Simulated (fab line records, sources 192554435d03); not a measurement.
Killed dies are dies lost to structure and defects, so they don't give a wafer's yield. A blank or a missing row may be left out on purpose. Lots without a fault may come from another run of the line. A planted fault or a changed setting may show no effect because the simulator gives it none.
Chamber matching | flow n5_finfet | N5_BEOL_M9_ETCH_65 on rie_diel-03: 4 sister chambers
The step etches SiARC in CF4, target depth 15.6 nm, time 26 s. 8 wafers are shown with their chamber, then 7 later ones without.

WAFERS WITH THEIR CHAMBER
wafer  | chamber | showerhead_plenum_p_Torr (Torr) | drypump_motor_current_A (A)
L080.3 | 2       | 2.19                            | 5.3
L081.2 | 1       | 2.04                            | 5.7
L081.5 | 0       | 2.19                            | 5.6
L083.2 | 3       | 2.10                            | 5.1
L083.4 | 3       | 2.10                            | 5.0
L083.6 | 0       | 2.19                            | 5.7
L086.2 | 1       | 2.03                            | 5.7
L086.3 | 2       | 2.19                            | 5.3

WAFERS WITHOUT THEIR CHAMBER
wafer  | showerhead_plenum_p_Torr (Torr) | drypump_motor_current_A (A)
L086.5 | 2.03                            | 5.7
L085.1 | 2.19                            | 5.3
L085.2 | 2.10                            | 5.1
L085.5 | 2.19                            | 5.6
L094.2 | 2.03                            | 5.7
L094.4 | 2.18                            | 5.6
L094.5 | 2.03                            | 5.7

WHICH CHAMBER EACH WENT THROUGH
wafer  | from the rows above | in truth
L086.5 | 1                   | 1
L085.1 | 2                   | 2
L085.2 | 3                   | 3
L085.5 | 0                   | 0
L094.2 | 1                   | 1
L094.4 | 0                   | 0
L094.5 | 1                   | 1
Placed correctly: 7 of 7. Can't be placed from these rows: 0. Placed wrongly: 0.
How it was worked out, from the rows above alone: a wafer's distance from a chamber is the root of the sum, over the readings, of the square of ((its reading less the chamber's mean) divided by the reading's scatter). The wafer belongs to the nearest chamber; if the next one is less than 2 further off, it can't be placed. A chamber's mean is the mean of its shown wafers. The scatter: the root of (the sum of the squares of (reading less its chamber's mean) over the shown wafers, divided by (wafers less chambers)).
